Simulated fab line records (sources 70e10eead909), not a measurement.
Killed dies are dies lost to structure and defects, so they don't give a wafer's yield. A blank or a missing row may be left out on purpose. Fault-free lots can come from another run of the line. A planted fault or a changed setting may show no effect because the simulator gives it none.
Chamber matching + flow nandHarc + rieDiel-07 running NHARC_A_CONTACT_ETCH_75: 4 sister chambers
The step etches the open film in CF4, target depth 39 nm, time 65 s. 18 wafers are shown with their chamber, then 9 later ones without.

## WAFERS WITH THEIR CHAMBER
| wafer  | chamber | showerheadPlenumPTorr (Torr) | drypumpMotorCurrentA (A) | rfVppV (V) |
|--------|---------|------------------------------|--------------------------|------------|
| L076.1 | 2       | 1.74                         | 6.0                      | 149.3      |
| L076.3 | 1       | 1.76                         | 5.9                      | 152.3      |
| L076.5 | 2       | 1.74                         | 6.0                      | 151.8      |
| L078.1 | 0       | 1.90                         | 5.9                      | 154.8      |
| L078.2 | 1       | 1.76                         | 5.9                      | 150.8      |
| L078.5 | 2       | 1.74                         | 6.0                      | 151.6      |
| L081.1 | 1       | 1.76                         | 5.9                      | 151.6      |
| L081.4 | 0       | 1.90                         | 5.9                      | 152.6      |
| L081.6 | 0       | 1.90                         | 5.9                      | 153.6      |
| L082.2 | 0       | 1.90                         | 5.9                      | 154.2      |
| L082.3 | 2       | 1.73                         | 6.0                      | 151.3      |
| L082.4 | 1       | 1.76                         | 5.9                      | 151.0      |
| L084.1 | 2       | 1.73                         | 6.0                      | 150.4      |
| L084.2 | 3       | 1.65                         | 5.6                      | 149.2      |
| L084.4 | 1       | 1.76                         | 5.8                      | 150.9      |
| L085.2 | 1       | 1.76                         | 5.9                      | 152.0      |
| L085.4 | 0       | 1.90                         | 5.9                      | 152.2      |
| L085.6 | 3       | 1.65                         | 5.6                      | 149.1      |

SIGNATURES (averages over the wafers above)
| reading               | chamber 0 | chamber 1 | chamber 2 | chamber 3 | scatter within a chamber |
|-----------------------|-----------|-----------|-----------|-----------|--------------------------|
| showerheadPlenumPTorr | 1.9000    | 1.7600    | 1.7360    | 1.6500    | 0.00293                  |
| drypumpMotorCurrentA  | 5.900     | 5.883     | 6.000     | 5.600     | 0.0244                   |
| rfVppV                | 153.480   | 151.433   | 150.880   | 149.150   | 0.884                    |
Rule: for each reading, subtract the chamber's mean from the wafer's reading, divide by that reading's scatter and square the result; add these up over the readings and take the root, which gives the wafer's distance from the chamber. If the next closest chamber is less than 2 further off than the closest, the wafer can't be placed; otherwise it belongs to the closest. The scatter is the square root of a quotient: the sum, over the shown wafers, of each reading's squared deviation from its chamber's mean, divided by wafers minus chambers.

## WAFERS WHOSE CHAMBER IS MISSING
| wafer  | showerheadPlenumPTorr (Torr) | drypumpMotorCurrentA (A) | rfVppV (V) |
|--------|------------------------------|--------------------------|------------|
| L088.3 | 1.90                         | 5.9                      | 152.3      |
| L088.4 | 1.73                         | 6.0                      | 149.4      |
| L088.5 | 1.65                         | 5.5                      | 149.4      |
| L091.1 | 1.65                         | 5.6                      | 149.7      |
| L091.5 | 1.76                         | 5.9                      | 150.7      |
| L091.6 | 1.90                         | 5.9                      | 152.3      |
| L095.2 | 1.76                         | 5.8                      | 151.2      |
| L095.3 | 1.73                         | 6.1                      | 151.7      |
| L095.6 | 1.90                         | 5.9                      | 152.6      |

## EACH ONE'S CHAMBER
| wafer  | from the rows above | in truth |
|--------|---------------------|----------|
| L088.3 | 0                   | 0        |
| L088.4 | 2                   | 2        |
| L088.5 | 3                   | 3        |
| L091.1 | 3                   | 3        |
| L091.5 | 1                   | 1        |
| L091.6 | 0                   | 0        |
| L095.2 | 1                   | 1        |
| L095.3 | 2                   | 2        |
| L095.6 | 0                   | 0        |
Correctly placed: 9 of 9. Not placeable from these rows: 0. 0 placed wrongly.
